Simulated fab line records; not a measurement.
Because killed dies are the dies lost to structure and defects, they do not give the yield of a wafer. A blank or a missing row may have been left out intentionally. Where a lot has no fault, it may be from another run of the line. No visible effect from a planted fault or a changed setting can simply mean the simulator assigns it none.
Chamber matching :: flow n5 finfet :: N5_HKMG_FIN_NWFM_ALD_20 on ald metal-01: 4 sister chambers
The step deposits TiAlC, target thk 2 nm, pulse time 3 s, purge time 2 s. 8 wafers are shown with their chamber, then 9 later ones without.

## WAFERS PAIRED WITH THEIR CHAMBERS
wafer: L080.2
chamber: 3
heater power w (W): 457
precursor pulse height rel: 1.036

wafer: L080.4
chamber: 3
heater power w (W): 464
precursor pulse height rel: 1.003

wafer: L084.1
chamber: 1
heater power w (W): 536
precursor pulse height rel: 0.964

wafer: L084.4
chamber: 2
heater power w (W): 559
precursor pulse height rel: 1.005

wafer: L084.6
chamber: 1
heater power w (W): 537
precursor pulse height rel: 0.951

wafer: L089.2
chamber: 2
heater power w (W): 567
precursor pulse height rel: 0.983

wafer: L089.4
chamber: 0
heater power w (W): 474
precursor pulse height rel: 1.017

wafer: L089.5
chamber: 0
heater power w (W): 470
precursor pulse height rel: 0.984

## WAFERS WHOSE CHAMBER IS MISSING
wafer: L091.1
heater power w (W): 487
precursor pulse height rel: 1.009

wafer: L091.5
heater power w (W): 452
precursor pulse height rel: 1.003

wafer: L091.6
heater power w (W): 575
precursor pulse height rel: 1.010

wafer: L092.1
heater power w (W): 458
precursor pulse height rel: 0.981

wafer: L092.3
heater power w (W): 584
precursor pulse height rel: 1.006

wafer: L092.4
heater power w (W): 473
precursor pulse height rel: 1.016

wafer: L097.2
heater power w (W): 459
precursor pulse height rel: 0.964

wafer: L097.5
heater power w (W): 477
precursor pulse height rel: 1.016

wafer: L097.6
heater power w (W): 534
precursor pulse height rel: 1.025

## EACH ONE'S CHAMBER
wafer: L091.1
from the rows above: 0
in truth: 0

wafer: L091.5
from the rows above: 3
in truth: 3

wafer: L091.6
from the rows above: 2
in truth: 2

wafer: L092.1
from the rows above: can't be placed: 3 or 0
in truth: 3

wafer: L092.3
from the rows above: 2
in truth: 2

wafer: L092.4
from the rows above: 0
in truth: 0

wafer: L097.2
from the rows above: can't be placed: 3 or 0
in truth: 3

wafer: L097.5
from the rows above: 0
in truth: 0

wafer: L097.6
from the rows above: 1
in truth: 1
Placed correctly: 7 of 9. Unplaceable from these rows: 2, with the true chamber sitting among the candidates in 2. Number placed wrongly: 0.
How it was worked out, from the rows above alone: a wafer's distance from a chamber is the root of the sum, over the readings, of the square of ((its reading less the chamber's mean) divided by the reading's scatter). If the next closest chamber is less than 2 further off than the closest, the wafer can't be placed; otherwise it belongs to the closest. The mean given for a chamber averages the wafers shown for that chamber. The scatter: take each reading less its chamber's mean, square it, sum over the shown wafers, divide by the number of wafers less the number of chambers, and take the root.
